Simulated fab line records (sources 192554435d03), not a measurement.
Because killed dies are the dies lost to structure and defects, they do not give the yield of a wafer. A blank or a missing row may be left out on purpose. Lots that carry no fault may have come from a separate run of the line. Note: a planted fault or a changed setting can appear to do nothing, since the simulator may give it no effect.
Matching of chambers / flow n5 finfet / rie diel-06 running N5_BEOL_M14_ETCH_67: 4 sister chambers
The step etches SiARC in CF4, target depth 143 nm, time 238.3 s. 8 wafers are shown with their chamber, then 12 later ones without.

## WAFERS, EACH WITH ITS CHAMBER
wafer=L088.4; chamber=0; throttle valve pct (%)=15.33; oes product au (a.u.)=0.75
wafer=L088.5; chamber=2; throttle valve pct (%)=15.94; oes product au (a.u.)=0.59
wafer=L085.1; chamber=1; throttle valve pct (%)=15.82; oes product au (a.u.)=0.71
wafer=L085.4; chamber=3; throttle valve pct (%)=15.66; oes product au (a.u.)=0.68
wafer=L085.5; chamber=2; throttle valve pct (%)=15.94; oes product au (a.u.)=0.60
wafer=L087.1; chamber=1; throttle valve pct (%)=15.83; oes product au (a.u.)=0.70
wafer=L087.5; chamber=0; throttle valve pct (%)=15.34; oes product au (a.u.)=0.75
wafer=L087.6; chamber=3; throttle valve pct (%)=15.66; oes product au (a.u.)=0.68

## WAFERS MISSING THEIR CHAMBER
wafer=L090.4; throttle valve pct (%)=15.66; oes product au (a.u.)=0.67
wafer=L090.5; throttle valve pct (%)=15.67; oes product au (a.u.)=0.68
wafer=L090.6; throttle valve pct (%)=15.95; oes product au (a.u.)=0.58
wafer=L097.3; throttle valve pct (%)=15.87; oes product au (a.u.)=0.68
wafer=L097.4; throttle valve pct (%)=15.36; oes product au (a.u.)=0.73
wafer=L097.5; throttle valve pct (%)=15.70; oes product au (a.u.)=0.66
wafer=L095.1; throttle valve pct (%)=15.70; oes product au (a.u.)=0.66
wafer=L095.2; throttle valve pct (%)=15.37; oes product au (a.u.)=0.74
wafer=L095.3; throttle valve pct (%)=15.90; oes product au (a.u.)=0.68
wafer=L095.4; throttle valve pct (%)=15.86; oes product au (a.u.)=0.68
wafer=L095.5; throttle valve pct (%)=15.71; oes product au (a.u.)=0.66
wafer=L095.6; throttle valve pct (%)=15.35; oes product au (a.u.)=0.73

## WHICH CHAMBER EACH WENT THROUGH
wafer=L090.4; from the rows above=3; in truth=3
wafer=L090.5; from the rows above=3; in truth=3
wafer=L090.6; from the rows above=2; in truth=2
wafer=L097.3; from the rows above=1; in truth=1
wafer=L097.4; from the rows above=0; in truth=0
wafer=L097.5; from the rows above=3; in truth=3
wafer=L095.1; from the rows above=3; in truth=3
wafer=L095.2; from the rows above=0; in truth=0
wafer=L095.3; from the rows above=1; in truth=1
wafer=L095.4; from the rows above=1; in truth=1
wafer=L095.5; from the rows above=3; in truth=3
wafer=L095.6; from the rows above=0; in truth=0
Correct placement for 12 of the 12. From these rows, 0 cannot be placed. 0 placed wrongly.
How it was worked out, from the rows above alone: a wafer's distance from a chamber is the root of the sum, over the readings, of the square of ((its reading less the chamber's mean) divided by the reading's scatter). The wafer belongs to the nearest chamber; if the next one is less than 2 further off, it can't be placed. A chamber's mean is the mean of its shown wafers. The scatter: take each reading less its chamber's mean, square it, sum over the shown wafers, divide by the number of wafers less the number of chambers, and take the root.
